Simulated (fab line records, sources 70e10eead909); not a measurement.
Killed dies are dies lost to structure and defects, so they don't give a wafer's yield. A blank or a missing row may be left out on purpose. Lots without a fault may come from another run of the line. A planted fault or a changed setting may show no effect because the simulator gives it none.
Chamber matching | flow nand_harc | NHARC_P_ZERO_WELL_DESCUM_26 on rie_diel-05: 4 sister chambers
The step chemistry O2, time 3 s. 16 wafers are shown with their chamber, then 8 later ones without.

WAFERS WITH THEIR CHAMBER
wafer  | chamber | drypump_motor_current_A (A) | oes_product_au (a.u.) | rf_vpp_V (V)
L240.1 | 1       | 5.7                         | 1.002                 | 57.8
L240.3 | 0       | 6.0                         | 1.005                 | 58.3
L240.4 | 3       | 5.6                         | 0.967                 | 57.6
L241.2 | 1       | 5.7                         | 1.005                 | 58.3
L241.4 | 2       | 4.9                         | 0.996                 | 56.2
L241.5 | 1       | 5.7                         | 0.998                 | 57.2
L242.1 | 1       | 5.7                         | 1.004                 | 57.9
L242.5 | 3       | 5.6                         | 0.979                 | 57.8
L242.6 | 0       | 6.0                         | 1.004                 | 58.3
L248.2 | 1       | 5.7                         | 0.994                 | 57.1
L248.3 | 2       | 5.0                         | 0.987                 | 56.9
L248.6 | 1       | 5.7                         | 0.996                 | 57.5
L251.1 | 2       | 4.9                         | 0.984                 | 58.5
L251.3 | 1       | 5.7                         | 1.004                 | 57.3
L251.6 | 2       | 4.9                         | 0.992                 | 58.6
L258.1 | 3       | 5.6                         | 0.971                 | 57.4

SIGNATURES (means of the wafers above)
reading                 | chamber 0 | chamber 1 | chamber 2 | chamber 3 | scatter within a chamber
drypump_motor_current_A | 6.000     | 5.700     | 4.925     | 5.600     | 0.025
oes_product_au          | 1.00450   | 1.00043   | 0.98975   | 0.97233   | 0.00479
rf_vpp_V                | 58.300    | 57.586    | 57.550    | 57.600    | 0.674
Rule: a wafer's distance from a chamber is the root of the sum, over the readings, of the square of ((its reading less the chamber's mean) divided by the reading's scatter). The wafer belongs to the nearest chamber; if the next one is less than 2 further off, it can't be placed. The scatter: the root of (the sum of the squares of (reading less its chamber's mean) over the shown wafers, divided by (wafers less chambers)).

WAFERS WITHOUT THEIR CHAMBER
wafer  | drypump_motor_current_A (A) | oes_product_au (a.u.) | rf_vpp_V (V)
L258.2 | 5.7                         | 1.003                 | 58.6
L258.6 | 6.0                         | 0.994                 | 57.4
L260.2 | 5.7                         | 1.014                 | 57.6
L260.3 | 4.9                         | 0.998                 | 57.5
L260.6 | 5.6                         | 1.020                 | 57.9
L262.3 | 5.0                         | 0.986                 | 57.1
L262.4 | 6.0                         | 1.001                 | 57.3
L262.5 | 6.0                         | 1.006                 | 56.7

WHICH CHAMBER EACH WENT THROUGH
wafer  | from the rows above | in truth
L258.2 | 1                   | 1
L258.6 | 0                   | 0
L260.2 | 1                   | 1
L260.3 | 2                   | 2
L260.6 | 1                   | 1
L262.3 | 2                   | 2
L262.4 | 0                   | 0
L262.5 | 0                   | 0
Placed correctly: 8 of 8. Can't be placed from these rows: 0. Placed wrongly: 0.
